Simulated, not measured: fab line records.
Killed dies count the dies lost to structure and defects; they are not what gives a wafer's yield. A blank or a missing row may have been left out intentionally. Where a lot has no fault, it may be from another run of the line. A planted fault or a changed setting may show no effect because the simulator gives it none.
Which tool did it? :: flow n5 finfet :: 11 lots, 32 wafers sampled, at 2 steps of a route of 1938

== WHAT EACH GAUGE READ, for each wafer ==
N5_BEOL_M15_CD_MEAS_28: the cd target is 407.6 nm.
lot: L252
measured: day 11 22:16
on: cd sem-01
cd nm (nm): 404.0 406.2 405.4

lot: L251
measured: day 11 23:07
on: cd sem-01
cd nm (nm): 406.1 406.8 404.3

lot: L253
measured: day 12 06:25
on: cd sem-03
cd nm (nm): 408.6 406.8 410.0

lot: L256
measured: day 12 17:20
on: cd sem-02
cd nm (nm): 405.0 406.9 405.7

lot: L255
measured: day 12 20:49
on: cd sem-02
cd nm (nm): 407.6 408.4 409.8

lot: L259
measured: day 14 00:44
on: cd sem-03
cd nm (nm): 406.7 405.8 405.6

lot: L260
measured: day 14 10:07
on: cd sem-01
cd nm (nm): 407.4 407.4

lot: L263
measured: day 14 21:39
on: cd sem-02
cd nm (nm): 407.5 406.4 407.9

lot: L265
measured: day 15 12:47
on: cd sem-03
cd nm (nm): 407.1 406.3 407.8

lot: L264
measured: day 15 15:13
on: cd sem-01
cd nm (nm): 410.1 409.0 408.3

lot: L267
measured: day 15 23:29
on: cd sem-02
cd nm (nm): 405.5 405.5 406.1

== WHAT TOOL EACH LOT RAN ON (gives the tool, then ch and the chambers of the sampled wafers, and finally the start) ==
lot: L252
N5_BEOL_M15_ETCH_57: rie diel-03 ch 0,1, day 11 21:29

lot: L251
N5_BEOL_M15_ETCH_57: rie diel-05 ch 0,1,3, day 11 22:14

lot: L253
N5_BEOL_M15_ETCH_57: rie diel-03 ch 1,2,3, day 12 05:31

lot: L256
N5_BEOL_M15_ETCH_57: rie diel-06 ch 0,2,3, day 12 16:27

lot: L255
N5_BEOL_M15_ETCH_57: rie diel-06 ch 1,2, day 12 20:03

lot: L259
N5_BEOL_M15_ETCH_57: rie diel-06 ch 0,1,3, day 13 23:50

lot: L260
N5_BEOL_M15_ETCH_57: rie diel-03 ch 2,3, day 14 09:20

lot: L263
N5_BEOL_M15_ETCH_57: rie diel-06 ch 1,2,3, day 14 20:53

lot: L265
N5_BEOL_M15_ETCH_57: rie diel-03 ch 0,1,3, day 15 12:01

lot: L264
N5_BEOL_M15_ETCH_57: rie diel-05 ch 0,3, day 15 14:27

lot: L267
N5_BEOL_M15_ETCH_57: rie diel-06 ch 0,1,3, day 15 22:42
- N5_BEOL_M15_ETCH_57: etches SOC in N2/H2, time 750 s.

== THE ANSWER, worked out from the rows above alone ==
Rule: usual is defined by the lots themselves. The widest of any qualifying gaps counts: lots, ordered by their means at a reading, are off when they make up no more than a third of the lots, leave a main group of 4 or more, and stand apart from it by 3 or more times the standard deviation of that group's means. The tables above print the reading to a certain number of digits; a main group whose means all agree to those digits is not used. Also off: a lot with no number at a reading for which 4 or more lots have one. The other lots that the step has rows for count as sound.
Across all readings shown, no lot is off: no conclusion can be drawn from this.

== WHAT WAS PUT IN BY THE SIMULATOR ==
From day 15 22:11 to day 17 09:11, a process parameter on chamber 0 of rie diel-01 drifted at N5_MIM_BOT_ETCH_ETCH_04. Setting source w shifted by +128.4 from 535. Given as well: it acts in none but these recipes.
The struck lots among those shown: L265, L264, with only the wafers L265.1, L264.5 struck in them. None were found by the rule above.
